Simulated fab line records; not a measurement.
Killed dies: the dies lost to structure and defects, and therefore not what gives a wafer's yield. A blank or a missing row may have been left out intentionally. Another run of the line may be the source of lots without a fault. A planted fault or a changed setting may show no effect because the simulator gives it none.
Which tool was responsible? | flow nand harc | Sampling: 24 lots, 72 wafers, 6 of 1159 route steps

## WHAT THE GAUGES SHOWED, per wafer
No reading from a measuring or inspecting step in the record can be judged against a usual standard deviation.

## WHAT TOOL EACH LOT RAN ON (gives the tool, then ch and the chambers of the sampled wafers, and finally the start)
lot  | NHARC_A_STAIRCASE_TRIM_233                    | NHARC_A_STAIRCASE_ETCH_294                    | NHARC_A_STAIRCASE_HM_OPEN_463                 | NHARC_A_STAIRCASE_ALD_415        | NHARC_A_SGD_CUT_STRIP_28                      | NHARC_A_CONTACT_ETCH_123
L075 | rie diel-02 ch 0,1,2, day 11 23:44 or earlier | rie diel-02 ch 0,1,3, day 11 23:44 or earlier | rie diel-07 ch 0,2, day 11 23:44 or earlier   | ald hk-03 ch 1,3, day 11 23:44   | rie diel-12 ch 2,3, day 14 01:48              | har cap etch-03 ch 0,1, day 16 13:42
L074 | rie diel-07 ch 1,2, day 12 06:29 or earlier   | rie diel-07 ch 0,3, day 12 06:29 or earlier   | rie diel-06 ch 0,3, day 12 06:29 or earlier   | ald hk-04 ch 0,1,3, day 12 06:29 | rie diel-12 ch 0,3, day 14 14:02              | har cap etch-03 ch 0,1, day 17 00:54
L078 | rie diel-07 ch 0,2,3, day 12 10:37 or earlier | rie diel-07 ch 0,2,3, day 12 10:37 or earlier | rie diel-02 ch 0,1,3, day 12 10:37 or earlier | ald hk-03 ch 0,1,3, day 12 10:37 | rie diel-10 ch 0,1,2, day 17 02:34 or earlier | har cap etch-02 ch 0,1, day 17 02:34
L076 | rie diel-06 ch 0,2, day 12 10:26 or earlier   | rie diel-02 ch 1,3, day 12 10:26 or earlier   | rie diel-06 ch 1,2,3, day 12 10:26 or earlier | ald hk-04 ch 1,2, day 12 10:26   | rie diel-10 ch 0,3, day 16 16:07 or earlier   | har cap etch-02 ch 0,1, day 16 16:07
L077 | rie diel-02 ch 0,2,3, day 12 13:08 or earlier | rie diel-02 ch 0,2,3, day 12 13:08 or earlier | rie diel-02 ch 1,2,3, day 12 13:08 or earlier | ald hk-04 ch 0,2, day 12 13:08   | rie diel-12 ch 0,1,3, day 14 13:58            | har cap etch-03 ch 0,1, day 16 18:45
L079 | rie diel-06 ch 0,1,2, day 12 20:52 or earlier | rie diel-02 ch 0,1,3, day 12 20:52 or earlier | rie diel-06 ch 0,3, day 12 20:52 or earlier   | ald hk-04 ch 0,1,3, day 12 20:52 | rie diel-12 ch 0,1, day 17 08:37 or earlier   | har cap etch-03 ch 0,1, day 17 08:37
L080 | rie diel-06 ch 0,1,3, day 13 09:33 or earlier | rie diel-06 ch 1,2,3, day 13 09:33 or earlier | rie diel-02 ch 2,3, day 13 09:33 or earlier   | ald hk-04 ch 0,1,3, day 13 09:33 | rie diel-12 ch 0,1,2, day 15 13:10            | har cap etch-03 ch 0,1, day 17 19:48
L081 | rie diel-07 ch 0,1,2, day 13 10:29 or earlier | rie diel-02 ch 2,3, day 13 10:29 or earlier   | rie diel-02 ch 0,1, day 13 10:29 or earlier   | ald hk-04 ch 1,2, day 13 10:29   | rie diel-05 ch 1,3, day 18 02:06 or earlier   | har cap etch-02 ch 0,1, day 18 02:06
L082 | rie diel-06 ch 0,3, day 14 05:41 or earlier   | rie diel-07 ch 1,2,3, day 14 05:41 or earlier | rie diel-07 ch 0,2,3, day 14 05:41 or earlier | ald hk-04 ch 1,2,3, day 14 05:41 | rie diel-05 ch 0,1, day 18 15:49 or earlier   | har cap etch-03 ch 0,1, day 18 15:49
L083 | rie diel-06 ch 0,1,2, day 14 05:59 or earlier | rie diel-02 ch 1,2,3, day 14 05:59 or earlier | rie diel-06 ch 0,2, day 14 05:59 or earlier   | ald hk-01 ch 2,3, day 14 05:59   | rie diel-10 ch 0,2,3, day 18 17:01 or earlier | har cap etch-01 ch 0,1, day 18 17:01
L084 | rie diel-06 ch 1,2, day 14 10:04 or earlier   | rie diel-07 ch 0,3, day 14 10:04 or earlier   | rie diel-07 ch 0,2,3, day 14 10:04 or earlier | ald hk-01 ch 1,2, day 14 10:04   | rie diel-10 ch 0,1,2, day 18 19:35 or earlier | har cap etch-02 ch 0,1, day 18 19:35
L087 | rie diel-06 ch 1,2,3, day 15 02:45 or earlier | rie diel-06 ch 0,2,3, day 15 02:45 or earlier | rie diel-07 ch 0,2, day 15 02:45 or earlier   | ald hk-01 ch 0,1,2, day 15 02:45 | rie diel-05 ch 0,2,3, day 19 03:45 or earlier | har cap etch-03 ch 0,1, day 19 03:45
L086 | rie diel-06 ch 0,2,3, day 15 02:50 or earlier | rie diel-06 ch 0,2,3, day 15 02:50 or earlier | rie diel-02 ch 0,1,2, day 15 02:50 or earlier | ald hk-04 ch 1,2,3, day 15 02:50 | rie diel-10 ch 0,1,2, day 19 02:56 or earlier | har cap etch-01 ch 0,1, day 19 02:56
L085 | rie diel-06 ch 1,2,3, day 15 07:49 or earlier | rie diel-06 ch 1,2, day 15 07:49 or earlier   | rie diel-02 ch 1,2, day 15 07:49 or earlier   | ald hk-03 ch 0,1,2, day 15 07:49 | rie diel-10 ch 0,1,3, day 19 16:41 or earlier | har cap etch-03 ch 1, day 19 16:41
L088 | rie diel-07 ch 0,3, day 15 14:32 or earlier   | rie diel-06 ch 0,2,3, day 15 14:32 or earlier | rie diel-07 ch 1,2,3, day 15 14:32 or earlier | ald hk-03 ch 0,1,2, day 15 14:32 | rie diel-05 ch 0,2,3, day 19 19:40 or earlier | har cap etch-01 ch 0,1, day 19 19:40
L089 | rie diel-02 ch 1,3, day 15 18:08 or earlier   | rie diel-07 ch 0,2,3, day 15 18:08 or earlier | rie diel-07 ch 1,3, day 15 18:08 or earlier   | ald hk-03 ch 1,2,3, day 15 18:08 | rie diel-12 ch 0,1,3, day 20 06:53 or earlier | har cap etch-02 ch 0,1, day 20 06:53
L090 | rie diel-07 ch 0,1,3, day 15 18:00 or earlier | rie diel-02 ch 1,2,3, day 15 18:00 or earlier | rie diel-06 ch 0,2,3, day 15 18:00 or earlier | ald hk-01 ch 0,1,3, day 15 18:00 | rie diel-05 ch 2,3, day 18 01:25              | har cap etch-02 ch 0,1, day 20 11:32
L091 | rie diel-06 ch 0,2,3, day 15 20:23 or earlier | rie diel-06 ch 0,2,3, day 15 20:23 or earlier | rie diel-07 ch 0,1,2, day 15 20:23 or earlier | ald hk-03 ch 1,2,3, day 15 20:23 | rie diel-10 ch 0,1,2, day 20 06:26 or earlier | har cap etch-01 ch 0,1, day 20 06:26
L092 | rie diel-06 ch 0,2, day 16 08:11 or earlier   | rie diel-02 ch 1,2,3, day 16 08:11 or earlier | rie diel-07 ch 0,2,3, day 16 08:11 or earlier | ald hk-03 ch 0,1, day 16 08:11   | rie diel-05 ch 1,2, day 20 23:13 or earlier   | har cap etch-02 ch 0, day 20 23:13
L095 | rie diel-06 ch 0,1,3, day 17 03:35 or earlier | rie diel-02 ch 0,2,3, day 17 03:35 or earlier | rie diel-07 ch 1,2,3, day 17 03:35 or earlier | ald hk-04 ch 1,2,3, day 17 03:35 | rie diel-05 ch 0,1,2, day 21 17:18 or earlier | har cap etch-03 ch 0,1, day 21 17:18
L096 | rie diel-02 ch 0,1,2, day 17 04:13 or earlier | rie diel-07 ch 1,2,3, day 17 04:13 or earlier | rie diel-07 ch 0,2,3, day 17 04:13 or earlier | ald hk-03 ch 1,2,3, day 17 04:13 | rie diel-10 ch 1,2, day 19 07:30              | har cap etch-02 ch 0,1, day 21 08:21
L093 | rie diel-06 ch 2,3, day 17 06:11 or earlier   | rie diel-06 ch 0,1,3, day 17 06:11 or earlier | rie diel-02 ch 1,2,3, day 17 06:11 or earlier | ald hk-01 ch 0,1,2, day 17 06:11 | rie diel-12 ch 1,2,3, day 19 07:30            | har cap etch-01 ch 0,1, day 21 20:31
L094 | rie diel-07 ch 1,2,3, day 17 06:20 or earlier | rie diel-07 ch 1,2,3, day 17 06:20 or earlier | rie diel-02 ch 0,2,3, day 17 06:20 or earlier | ald hk-04 ch 0,1,2, day 17 06:20 | rie diel-05 ch 0,1,3, day 21 15:48 or earlier | har cap etch-01 ch 0,1, day 21 15:48
L097 | rie diel-02 ch 0,2,3, day 17 14:43 or earlier | rie diel-02 ch 0,2,3, day 17 14:43 or earlier | rie diel-06 ch 0,1,3, day 17 14:43 or earlier | ald hk-03 ch 0,2, day 17 14:43   | rie diel-10 ch 1,2,3, day 22 04:46 or earlier | har cap etch-02 ch 0,1, day 22 04:46
- NHARC_A_STAIRCASE_TRIM_233: chemistry O2, time 211.2 s.
- NHARC_A_STAIRCASE_ETCH_294: etches the open film in C4F8/O2/Ar, target depth 4992 nm, time 1212.4 s.
- NHARC_A_STAIRCASE_HM_OPEN_463: chemistry O2/COS.
- NHARC_A_STAIRCASE_ALD_415: deposits SiO2, target thk 30 nm, pulse time 6 s, ald cycles 300.
- NHARC_A_SGD_CUT_STRIP_28: strips in O2, time 20 s.
- NHARC_A_CONTACT_ETCH_123: etches the open film in C4F8/O2/Ar, time 253 s, target depth 1090 nm.

## WHAT THE TOOLS THEMSELVES READ (means of the sampled wafers that have a number; where no wafer has one, the mark that the record gives instead)
NHARC_A_STAIRCASE_TRIM_233. Usual: drypump motor current A 5.3 A, standard deviation 0.37; oes product au 1.001 a.u., standard deviation 0.0074; rf vpp V 58.0 V, standard deviation 0.95; showerhead plenum p Torr 3.63 Torr, standard deviation 0.13; throttle valve pct 17.037 %, standard deviation 0.0089.
lot  | tool        | drypump motor current A (A) | oes product au (a.u.) | rf vpp V (V) | showerhead plenum p Torr (Torr) | throttle valve pct (%) | flag
L075 | rie diel-02 | 5.5                         | 0.994                 | 58.5         | 3.52                            | 17.033                 |
L074 | rie diel-07 | 5.6                         | 0.993                 | 58.7         | 3.58                            | 17.040                 |
L078 | rie diel-07 | 5.6                         | 0.999                 | 56.8         | 3.61                            | 17.042                 |
L076 | rie diel-06 | 5.2                         | 1.000                 | 58.0         | 3.75                            | 17.024                 |
L077 | rie diel-02 | 5.7                         | 1.008                 | 58.0         | 3.61                            | 17.031                 |
L079 | rie diel-06 | 5.2                         | 0.997                 | 57.3         | 3.68                            | 17.046                 |
L080 | rie diel-06 | 5.0                         | 0.993                 | 58.4         | 3.68                            | 17.040                 |
L081 | rie diel-07 | 5.7                         | 1.000                 | 58.4         | 3.61                            | 17.034                 |
L082 | rie diel-06 | 4.9                         | 0.999                 | 58.4         | 3.73                            | 17.034                 |
L083 | rie diel-06 | 5.2                         | 1.012                 | 58.1         | 3.67                            | 17.043                 |
L084 | rie diel-06 | 5.2                         | 1.008                 | 58.1         | 3.62                            | 17.036                 |
L087 | rie diel-06 | 5.1                         | 1.010                 | 58.6         | 3.69                            | 17.040                 |
L086 | rie diel-06 | 5.0                         | 1.001                 | 57.9         | 3.74                            | 17.045                 |
L085 | rie diel-06 | 5.1                         | 1.002                 | 57.2         | 3.69                            | 17.041                 |
L088 | rie diel-07 | 5.5                         | 0.995                 | 58.2         | 3.56                            | 17.037                 |
L089 | rie diel-02 | 5.7                         | 0.994                 | 58.0         | 3.43                            | 17.032                 |
L090 | rie diel-07 | 5.6                         | 1.001                 | 57.6         | 3.57                            | 17.046                 |
L091 | rie diel-06 | 5.0                         | 0.999                 | 58.8         | 3.73                            | 17.038                 |
L092 | rie diel-06 | 5.1                         | 1.007                 | 58.4         | 3.72                            | 17.029                 |
L095 | rie diel-06 | 5.0                         | 0.999                 | 58.6         | 3.66                            | 17.032                 |
L096 | rie diel-02 | 5.5                         | 1.000                 | 58.1         | 3.50                            | 17.031                 |
L093 | rie diel-06 | 4.9                         | 0.995                 | 58.3         | 3.75                            | 17.037                 |
L094 | rie diel-07 | 5.6                         | 1.004                 | 57.8         | 3.56                            | 17.040                 |
L097 | rie diel-02 | 5.7                         | 1.006                 | 57.9         | 3.59                            | 17.035                 |

NHARC_A_STAIRCASE_ETCH_294. Usual: oes product au 0.937 a.u., standard deviation 0.012; rf vpp V 1832 V, standard deviation 10.
lot  | tool        | oes product au (a.u.) | rf vpp V (V) | flag
L075 | rie diel-02 | 0.926                 | 1822         |
L074 | rie diel-07 | 0.936                 | 1834         |
L078 | rie diel-07 | 0.941                 | 1833         |
L076 | rie diel-02 | 0.923                 | 1820         |
L077 | rie diel-02 | 0.937                 | 1833         |
L079 | rie diel-02 | 0.941                 | 1822         |
L080 | rie diel-06 | 0.932                 | 1839         |
L081 | rie diel-02 | 0.933                 | 1838         |
L082 | rie diel-07 | 0.944                 | 1829         |
L083 | rie diel-02 | 0.930                 | 1831         |
L084 | rie diel-07 | 0.939                 | 1833         |
L087 | rie diel-06 | 0.930                 | 1842         |
L086 | rie diel-06 | 0.932                 | 1842         |
L085 | rie diel-06 | 0.938                 | 1838         |
L088 | rie diel-06 | 0.940                 | 1842         |
L089 | rie diel-07 | 0.932                 | 1832         |
L090 | rie diel-02 | 0.953                 | 1830         |
L091 | rie diel-06 | 0.937                 | 1842         |
L092 | rie diel-02 | 0.928                 | 1830         |
L095 | rie diel-02 | 0.938                 | 1830         |
L096 | rie diel-07 | 0.927                 | 1829         |
L093 | rie diel-06 | 0.940                 | 1836         |
L094 | rie diel-07 | 0.943                 | 1829         |
L097 | rie diel-02 | 0.951                 | 1831         |

NHARC_A_STAIRCASE_HM_OPEN_463. Usual: drypump motor current A 5.5 A, standard deviation 0.35; oes product au 1.000 a.u., standard deviation 0.0066; rf vpp V 468.3 V, standard deviation 2.5; showerhead plenum p Torr 3.18 Torr, standard deviation 0.12; throttle valve pct 28.329 %, standard deviation 0.0092.
lot  | tool        | drypump motor current A (A) | oes product au (a.u.) | rf vpp V (V) | showerhead plenum p Torr (Torr) | throttle valve pct (%) | flag
L075 | rie diel-07 | 5.7                         | 1.002                 | 469.7        | 3.23                            | 28.327                 |
L074 | rie diel-06 | 4.9                         | 0.996                 | 470.6        | 3.31                            | 28.327                 |
L078 | rie diel-02 | 5.8                         | 0.992                 | 465.7        | 3.07                            | 28.328                 |
L076 | rie diel-06 | 5.1                         | 1.010                 | 469.5        | 3.28                            | 28.328                 |
L077 | rie diel-02 | 5.6                         | 0.995                 | 468.9        | 3.18                            | 28.331                 |
L079 | rie diel-06 | 4.9                         | 1.009                 | 470.6        | 3.30                            | 28.323                 |
L080 | rie diel-02 | 5.8                         | 1.004                 | 469.1        | 3.26                            | 28.326                 |
L081 | rie diel-02 | 5.6                         | 0.994                 | 464.2        | 2.98                            | 28.338                 |
L082 | rie diel-07 | 5.6                         | 0.999                 | 468.7        | 3.18                            | 28.333                 |
L083 | rie diel-06 | 5.1                         | 1.009                 | 470.3        | 3.30                            | 28.333                 |
L084 | rie diel-07 | 5.6                         | 0.998                 | 467.4        | 3.18                            | 28.337                 |
L087 | rie diel-07 | 5.7                         | 0.996                 | 469.2        | 3.22                            | 28.317                 |
L086 | rie diel-02 | 5.5                         | 1.003                 | 466.2        | 3.10                            | 28.328                 |
L085 | rie diel-02 | 5.4                         | 0.996                 | 466.1        | 3.09                            | 28.325                 |
L088 | rie diel-07 | 5.6                         | 1.002                 | 468.4        | 3.15                            | 28.336                 |
L089 | rie diel-07 | 5.6                         | 0.995                 | 467.4        | 3.13                            | 28.319                 |
L090 | rie diel-06 | 5.0                         | 1.004                 | 471.5        | 3.30                            | 28.332                 |
L091 | rie diel-07 | 5.7                         | 0.995                 | 469.3        | 3.18                            | 28.332                 |
L092 | rie diel-07 | 5.6                         | 0.998                 | 469.1        | 3.17                            | 28.320                 |
L095 | rie diel-07 | 5.5                         | 1.003                 | 467.9        | 3.14                            | 28.324                 |
L096 | rie diel-07 | 5.6                         | 1.000                 | 468.5        | 3.17                            | 28.329                 |
L093 | rie diel-02 | 5.6                         | 1.002                 | 468.4        | 3.16                            | 28.330                 |
L094 | rie diel-02 | 5.7                         | 1.004                 | 468.6        | 3.18                            | 28.330                 |
L097 | rie diel-06 | 5.0                         | 1.003                 | 469.3        | 3.23                            | 28.327                 |

NHARC_A_STAIRCASE_ALD_415. Usual: heater power w 453 W, standard deviation 43; precursor pulse height rel 1.000, standard deviation 0.018.
lot  | tool      | heater power w (W) | precursor pulse height rel | flag
L075 | ald hk-03 | 453                | 1.003                      |
L074 | ald hk-04 | 440                | 1.001                      |
L078 | ald hk-03 | 444                | 1.002                      |
L076 | ald hk-04 | 443                | 0.989                      |
L077 | ald hk-04 | 503                | 1.008                      |
L079 | ald hk-04 | 439                | 1.014                      |
L080 | ald hk-04 | 441                | 0.995                      |
L081 | ald hk-04 | 445                | 0.999                      |
L082 | ald hk-04 | 449                | 1.014                      |
L083 | ald hk-01 | 460                | 0.993                      |
L084 | ald hk-01 | 467                | 0.997                      |
L087 | ald hk-01 | 480                | 1.008                      |
L086 | ald hk-04 | 449                | 0.997                      |
L085 | ald hk-03 | 414                | 1.010                      |
L088 | ald hk-03 | 411                | 1.008                      |
L089 | ald hk-03 | 447                | 0.988                      |
L090 | ald hk-01 | 494                | 1.005                      |
L091 | ald hk-03 | 447                | 1.011                      |
L092 | ald hk-03 | 414                | 1.007                      |
L095 | ald hk-04 | 444                | 1.008                      |
L096 | ald hk-03 | 441                | 1.000                      |
L093 | ald hk-01 | 478                | 1.004                      |
L094 | ald hk-04 | 477                | 0.987                      |
L097 | ald hk-03 | 406                | 1.014                      |

NHARC_A_SGD_CUT_STRIP_28. Usual: drypump motor current A 5.8 A, standard deviation 0.48; oes product au 0.997 a.u., standard deviation 0.0075; rf vpp V 57.8 V, standard deviation 0.99; showerhead plenum p Torr 3.54 Torr, standard deviation 0.17; throttle valve pct 17.037 %, standard deviation 0.0094.
lot  | tool        | drypump motor current A (A) | oes product au (a.u.) | rf vpp V (V) | showerhead plenum p Torr (Torr) | throttle valve pct (%) | flag
L075 | rie diel-12 | 5.8                         | 0.998                 | 57.8         | 3.48                            | 17.036                 |
L074 | rie diel-12 | 6.4                         | 0.995                 | 57.6         | 3.49                            | 17.034                 |
L078 | rie diel-10 | 6.0                         | 0.991                 | 57.9         | 3.61                            | 17.034                 |
L076 | rie diel-10 | 6.0                         | 1.002                 | 58.1         | 3.72                            | 17.038                 |
L077 | rie diel-12 | 6.0                         | 1.005                 | 58.5         | 3.57                            | 17.040                 |
L079 | rie diel-12 | 5.8                         | 1.002                 | 58.4         | 3.57                            | 17.042                 |
L080 | rie diel-12 | 6.0                         | 0.997                 | 57.3         | 3.49                            | 17.040                 |
L081 | rie diel-05 | 5.6                         | 0.991                 | 57.6         | 3.33                            | 17.043                 |
L082 | rie diel-05 | 5.4                         | 0.996                 | 56.6         | 3.44                            | 17.034                 |
L083 | rie diel-10 | 6.0                         | 1.003                 | 58.4         | 3.71                            | 17.033                 |
L084 | rie diel-10 | 6.0                         | 0.987                 | 57.4         | 3.61                            | 17.036                 |
L087 | rie diel-05 | 5.7                         | 1.002                 | 57.5         | 3.51                            | 17.044                 |
L086 | rie diel-10 | 6.0                         | 1.002                 | 57.7         | 3.61                            | 17.031                 |
L085 | rie diel-10 | 5.6                         | 0.998                 | 56.9         | 3.56                            | 17.039                 |
L088 | rie diel-05 | 5.8                         | 1.001                 | 57.1         | 3.51                            | 17.034                 |
L089 | rie diel-12 | 6.0                         | 0.987                 | 57.6         | 3.56                            | 17.031                 |
L090 | rie diel-05 | 6.0                         | 0.996                 | 57.5         | 3.57                            | 17.038                 |
L091 | rie diel-10 | 6.0                         | 0.993                 | 58.1         | 3.61                            | 17.035                 |
L092 | rie diel-05 | 6.0                         | 0.990                 | 57.4         | 3.60                            | 17.036                 |
L095 | rie diel-05 | 5.7                         | 0.997                 | 58.1         | 3.54                            | 17.042                 |
L096 | rie diel-10 | 6.0                         | 0.985                 | 58.2         | 3.59                            | 17.034                 |
L093 | rie diel-12 | 5.7                         | 0.991                 | 57.6         | 3.55                            | 17.034                 |
L094 | rie diel-05 | 5.5                         | 0.996                 | 58.1         | 3.40                            | 17.031                 |
L097 | rie diel-10 | 5.7                         | 0.992                 | 58.2         | 3.55                            | 17.044                 |

NHARC_A_CONTACT_ETCH_123. Usual: oes air line au at 1.002 a.u., with a standard deviation of 0.018.
lot  | tool            | oes air line au (a.u.) | flag
L075 | har cap etch-03 | 1.025                  |
L074 | har cap etch-03 | 1.008                  |
L078 | har cap etch-02 | 0.999                  |
L076 | har cap etch-02 | 0.995                  |
L077 | har cap etch-03 | 1.005                  |
L079 | har cap etch-03 | 0.984                  |
L080 | har cap etch-03 | 1.002                  |
L081 | har cap etch-02 | 1.000                  |
L082 | har cap etch-03 | 1.004                  |
L083 | har cap etch-01 | 1.009                  |
L084 | har cap etch-02 | 1.025                  |
L087 | har cap etch-03 | 0.988                  |
L086 | har cap etch-01 | 1.001                  |
L085 | har cap etch-03 | 1.001                  |
L088 | har cap etch-01 | 0.990                  |
L089 | har cap etch-02 | 0.997                  |
L090 | har cap etch-02 | 0.987                  |
L091 | har cap etch-01 | 0.996                  |
L092 | har cap etch-02 | 1.005                  |
L095 | har cap etch-03 | 0.999                  |
L096 | har cap etch-02 | 1.030                  |
L093 | har cap etch-01 | 0.993                  |
L094 | har cap etch-01 | 1.002                  |
L097 | har cap etch-02 | 1.023                  |

## THE ANSWER, worked out from the rows above alone
Rule: a lot counts as off when the mean over its wafers that have a number is more than 3 standard deviations away from the usual mean. A lot without any number at a reading at which 4 lots or more have one is off too. Any other lot the step has rows for is counted as sound. The gauges are gone through in route order, then the tools' own readings, and for those a lot's mean is taken as printed above. The first step at which some lot is off is used, and at that step the reading that is off furthest; a lot without a number counts as furthest.
Nothing can be told from this: no lot is off at any reading shown.

## WHAT THE SIMULATOR PUT IN
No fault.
